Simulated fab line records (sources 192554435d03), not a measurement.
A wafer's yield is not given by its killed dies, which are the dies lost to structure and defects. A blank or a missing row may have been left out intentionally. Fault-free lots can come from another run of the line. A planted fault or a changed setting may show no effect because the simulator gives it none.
Split-lot experiment | flow n5Finfet | 39 wafers read from 7 lots, route of 1938 steps

== SPLIT DETAILS ==
At N5_GATE_CUT_ETCH_58 (etches SiNx in CH3F/O2, target depth 17 nm, time 128.6 s), the setting sourceW was moved away from the recipe's 415 W on 15 of the 39 wafers read, by -10.9% to +10.5%. For the rest of the wafers, this setting stayed at what the recipe calls for.

The reading comes from the split's own step.

== THE READING ==
rfVppV, in V, at N5_GATE_CUT_ETCH_58 (etches SiNx in CH3F/O2, target depth 17 nm, time 128.6 s). On this fab line, fault-free wafers typically give 99.1 V with a standard deviation of 0.92 V.

wafer  | tool, chamber at the split | sourceW as run, W | against the recipe | rfVppV, V | against lot-mates on the recipe
L076.1 | rieDiel-02, 1              | 415               | recipe             | 97.6      | -
L076.2 | rieDiel-02, 0              | 373.6             | -10.0%             | 101.5     | +3.1
L076.3 | rieDiel-02, 2              | 415               | recipe             | 98.9      | -
L076.4 | rieDiel-02, 3              | 415               | recipe             | 98.7      | -
L076.5 | rieDiel-02, 2              | 373.6             | -10.0%             | 102.7     | +4.3
L076.6 | rieDiel-02, 3              | 373.6             | -10.0%             | 103.2     | +4.8
L080.1 | rieDiel-02, 3              | 369.9             | -10.9%             | 102.8     | +3.3
L080.2 | rieDiel-02, 1              | 415               | recipe             | 100.3     | -
L080.3 | rieDiel-02, 0              | 369.9             | -10.9%             | 101.8     | +2.3
L080.4 | rieDiel-02, 3              | 415               | recipe             | 99.4      | -
L080.5 | rieDiel-02, 1              | 415               | recipe             | 98.9      | -
L080.6 | rieDiel-02, 0              | 369.9             | -10.9%             | 102.1     | +2.6
L081.1 | rieDiel-05, 3              | 458.4             | +10.5%             | 94.1      | -5.9
L081.2 | rieDiel-05, 1              | 415               | recipe             | 101.2     | -
L081.3 | rieDiel-05, 2              | 415               | recipe             | 99.3      | -
L081.4 | rieDiel-05, 3              | 415               | recipe             | 99.5      | -
L081.5 | rieDiel-05, 1              | 458.4             | +10.5%             | 96.0      | -4.0
L081.6 | rieDiel-05, 2              | 458.4             | +10.5%             | 95.9      | -4.1
L082.1 | rieDiel-06, 1              | 415               | recipe             | 99.6      | -
L082.2 | rieDiel-06, 2              | 415               | recipe             | 98.4      | -
L082.3 | rieDiel-06, 3              | 415               | recipe             | 98.9      | -
L082.4 | rieDiel-06, 0              | 415               | recipe             | 100.0     | -
L082.5 | rieDiel-06, 2              | 415               | recipe             | 98.9      | -
L082.6 | rieDiel-06, 1              | 415               | recipe             | 98.1      | -
L089.1 | rieDiel-05, 1              | 415               | recipe             | 98.5      | -
L089.2 | rieDiel-05, 2              | 415               | recipe             | 100.4     | -
L089.3 | rieDiel-05, 3              | 457               | +10.1%             | 94.4      | -5.0
L089.4 | rieDiel-05, 2              | 457               | +10.1%             | 96.8      | -2.6
L089.5 | rieDiel-05, 3              | 415               | recipe             | 99.3      | -
L089.6 | rieDiel-05, 1              | 457               | +10.1%             | 96.0      | -3.4
L093.1 | rieDiel-05, 0              | 451.1             | +8.7%              | 94.2      | -4.6
L093.2 | rieDiel-05, 3              | 415               | recipe             | 99.6      | -
L093.3 | rieDiel-05, 2              | 451.1             | +8.7%              | 96.2      | -2.6
L093.4 | rieDiel-05, 1              | 451.1             | +8.7%              | 97.2      | -1.6
L093.5 | rieDiel-05, 2              | 415               | recipe             | 97.9      | -
L093.6 | rieDiel-05, 1              | 415               | recipe             | 99.0      | -
L097.3 | rieDiel-05, 1              | 415               | recipe             | 100.2     | -
L097.5 | rieDiel-05, 0              | 415               | recipe             | 98.1      | -
L097.6 | rieDiel-05, 3              | 415               | recipe             | 98.7      | -

THE FIT
A straight line over all 39 wafers: rfVppV changes by -0.334 V for each +1% of sourceW; r = -0.92; the points scatter about the line by 0.91 V.
The same after taking each lot's own level away (the mean of its wafers on the recipe; 39 wafers): -0.358 V for each +1%; r = -0.93; scatter 0.92 V.
That fit puts the effect of the largest move of sourceW on the reading at 3.9 V.
Measured against the standard deviation above, the lots' own levels, which go from 98.40 to 100.00 V, span 1.7 times it.
The two slopes are in agreement: the lot-to-lot level therefore moves the slope only a little.
Check: for one of the wafers moved furthest among these (-10.9%), held out of the fit, the line's prediction against its lot-mates is +3.83 V. Against them it came out at +3.27 V.
Tool readings at the split's step, against how far the setting was moved: rfVppV r = -0.92.

== THESE WAFERS: OTHER SPLITS ==
Note: prior to the reading, these wafers also went through further splits. Each is held against what the fit with the lots' levels taken away leaves over:
other split on the same wafers     | wafers away from the commonest value | r with rfVppV (lot level and that fit taken away)
N5_DUMMY_GATE_ETCH_32 timeS        | 12                                   | -0.16
N5_DUMMY_GATE_ETCH_44 targetDepthA | 15                                   | +0.01
N5_SD_EPI_P_EPI_21 pressureTorr    | 30                                   | +0.08

== FILE'S OWN FIT ==
rfVppV changes by -0.36 V for each +1% of sourceW, r = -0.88.
